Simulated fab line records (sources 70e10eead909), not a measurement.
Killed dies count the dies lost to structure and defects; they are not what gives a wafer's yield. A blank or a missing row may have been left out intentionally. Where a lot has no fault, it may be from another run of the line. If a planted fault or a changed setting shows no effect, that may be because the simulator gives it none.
Chamber matching | flow nand_harc | 4 sister chambers for NHARC_A_DECK1_JOINT_CMP_13 on cmp-03
The step polishes, target thk 51.023 nm. 14 wafers are shown with their chamber, then 7 later ones without.

## WAFERS WITH THEIR CHAMBER
wafer  | chamber | motor_current_A (A) | time_to_endpoint_s (s)
L074.1 | 2       | 13.6                | 8.7
L074.4 | 0       | 13.3                | 8.0
L074.6 | 3       | 10.3                | 7.8
L079.1 | 2       | 13.6                | 7.4
L079.2 | 1       | 14.1                | 11.4
L079.3 | 3       | 11.2                | 5.2
L082.1 | 0       | 13.8                | 4.7
L082.2 | 2       | 13.0                | 4.7
L082.5 | 2       | 13.6                | 3.8
L084.1 | 2       | 12.6                | 5.7
L084.3 | 1       | 15.0                | 10.8
L084.6 | 1       | 14.3                | 12.0
L089.1 | 3       | 10.5                | 6.5
L089.3 | 1       | 14.3                | 13.5

SIGNATURES, as means of the wafers listed above
reading            | chamber 0 | chamber 1 | chamber 2 | chamber 3 | scatter within a chamber
motor_current_A    | 13.550    | 14.425    | 13.280    | 10.667    | 0.434
time_to_endpoint_s | 6.350     | 11.925    | 6.060     | 6.500     | 1.69
Rule: a wafer lies at a distance from a chamber equal to the root of the sum of squares, over the readings, of (its reading less the chamber's mean, divided by the reading's scatter). The wafer belongs to the nearest chamber; if the next one is less than 2 further off, it can't be placed. The scatter is the square root of a quotient: the sum, over the shown wafers, of each reading's squared deviation from its chamber's mean, divided by wafers minus chambers.

## WAFERS WHOSE CHAMBER IS MISSING
wafer  | motor_current_A (A) | time_to_endpoint_s (s)
L089.6 | 12.6                | 6.7
L090.2 | 14.6                | 12.7
L090.3 | 13.3                | 5.9
L090.6 | 10.7                | 7.5
L097.1 | 12.8                | 10.2
L097.2 | 10.7                | 9.7
L097.5 | 13.9                | 17.9

## CHAMBER TAKEN BY EACH
wafer  | from the rows above          | in truth
L089.6 | can't be placed: 2 or 0      | 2
L090.2 | 1                            | 1
L090.3 | can't be placed: 2 or 0      | 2
L090.6 | 3                            | 3
L097.1 | can't be placed: 2 or 0 or 1 | 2
L097.2 | 3                            | 3
L097.5 | 1                            | 1
Placed correctly: 4 of 7. From these rows, 3 cannot be placed; in 3 the true chamber is one of the candidates. Wrongly placed: 0.
